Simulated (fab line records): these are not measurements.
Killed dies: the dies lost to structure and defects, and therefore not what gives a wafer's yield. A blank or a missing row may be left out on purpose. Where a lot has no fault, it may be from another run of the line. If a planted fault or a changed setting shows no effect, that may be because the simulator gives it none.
Which tool did it?    flow nand harc    6 lots, 18 wafers sampled, at 5 steps of a route of 1302

== WHAT THE GAUGES READ, wafer by wafer ==
NHARC_END_SORT_01.
lot    measured    on    killed at array

== TOOL THAT RAN EACH LOT (tool first, then ch and the chambers of the sampled wafers, then the start) ==
lot   NHARC_A_SGD_CUT_DEP_00           NHARC_HYBRID_BOND_ACTIVATE_00       NHARC_THIN_TSV_ETCHBACK_48          NHARC_THIN_TSV_DESCUM_35
L652  pecvd-01 ch 0,1,2, day 19 15:49  rie diel-10 ch 0,2,3, day 23 15:58  rie diel-04 ch 1,2,3, day 24 06:35  rie diel-04 ch 1,2, day 24 10:20
L656  pecvd-04 ch 0,1,2, day 20 12:02  rie diel-10 ch 1,2,3, day 24 11:46  rie diel-01 ch 2,3, day 25 01:22    rie diel-04 ch 0,1,2, day 25 05:12
L660  pecvd-04 ch 1,2, day 21 22:44    rie diel-06 ch 0,1,3, day 26 03:02  rie diel-04 ch 0,2,3, day 26 16:04  rie diel-04 ch 1,2,3, day 26 19:51
L662  pecvd-03 ch 0,1,2, day 23 09:05  rie diel-10 ch 1,2,3, day 27 10:09  rie diel-11 ch 0,2,3, day 28 00:30  rie diel-01 ch 1,3, day 28 04:25
L670  pecvd-01 ch 0,1,2, day 26 20:00  rie diel-10 ch 0,1,2, day 30 19:15  rie diel-04 ch 0,1,3, day 31 09:43  rie diel-04 ch 1,2,3, day 31 13:24
L674  pecvd-03 ch 0,1,2, day 28 00:46  rie diel-10 ch 0,1, day 32 00:36    rie diel-01 ch 0,2,3, day 32 15:46  rie diel-04 ch 0,3, day 32 19:32
- NHARC_A_SGD_CUT_DEP_00: deposits SiNx, target thk 50 nm.
- NHARC_HYBRID_BOND_ACTIVATE_00: chemistry N2, time 60 s.
- NHARC_THIN_TSV_ETCHBACK_48: etches the open film in C4F8/Ar, target depth 1028.5 nm, time 405.17 s.
- NHARC_THIN_TSV_DESCUM_35: chemistry O2, time 3 s.

== THE ANSWER, worked out from the rows above alone ==
Rule: the usual values come from the lots themselves. Put in order of their means at a reading, lots are off if they are a third of the lots or fewer, leave a main group of 4 or more, and stand apart from it by a gap of 3 or more times the standard deviation of the main group's means; of several such gaps the widest counts. A main group whose means are all the same, to the digits that the tables above print for the reading, isn't used. A lot without any number at a reading at which 4 lots or more have one is off too. Where the step has rows for the other lots, those lots are counted as sound.
Across all readings shown, no lot is off: no conclusion can be drawn from this.

== WHAT HAD BEEN PUT IN BY THE SIMULATOR ==
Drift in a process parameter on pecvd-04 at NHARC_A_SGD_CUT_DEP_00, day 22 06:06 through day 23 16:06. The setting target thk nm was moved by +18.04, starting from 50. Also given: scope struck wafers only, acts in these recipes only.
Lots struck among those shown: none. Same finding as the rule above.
